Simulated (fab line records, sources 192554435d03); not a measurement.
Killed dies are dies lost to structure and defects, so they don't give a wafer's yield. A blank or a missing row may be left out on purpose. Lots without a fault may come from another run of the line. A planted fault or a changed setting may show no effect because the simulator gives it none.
Chamber matching | flow n5_finfet | N5_BEOL_M0_SAQP_SPACER1_ALD_98 on ald_sin-03: 4 sister chambers
The step deposits SiO2, target thk 12.8 nm, pulse time 1 s, purge time 2 s. 4 wafers are shown with their chamber, then 9 later ones without.

WAFERS WITH THEIR CHAMBER
wafer  | chamber | heater_power_w (W)
L090.6 | 2       | 374
L093.1 | 1       | 450
L093.5 | 0       | 475
L093.6 | 3       | 434

WAFERS WITHOUT THEIR CHAMBER
wafer  | heater_power_w (W)
L094.1 | 388
L094.3 | 449
L094.4 | 481
L096.1 | 489
L096.3 | 455
L096.6 | 425
L097.3 | 458
L097.4 | 379
L097.6 | 478

WHICH CHAMBER EACH WENT THROUGH
wafer  | from the rows above          | in truth
L094.1 | 2                            | 2
L094.3 | can't be placed: 1 or 3      | 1
L094.4 | 0                            | 0
L096.1 | 0                            | 0
L096.3 | can't be placed: 1 or 0 or 3 | 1
L096.6 | can't be placed: 3 or 1      | 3
L097.3 | can't be placed: 1 or 0 or 3 | 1
L097.4 | 2                            | 2
L097.6 | 0                            | 0
Placed correctly: 5 of 9. Can't be placed from these rows: 4 (the true chamber is among the candidates in 4). Placed wrongly: 0.
How it was worked out, from the rows above alone: a wafer's distance from a chamber is the root of the sum, over the readings, of the square of ((its reading less the chamber's mean) divided by the reading's scatter). The wafer belongs to the nearest chamber; if the next one is less than 2 further off, it can't be placed. A chamber's mean is the mean of its shown wafers. The scatter: with one shown wafer a chamber, the root of the mean of the squares of how far each hidden wafer lies from its nearest shown one.
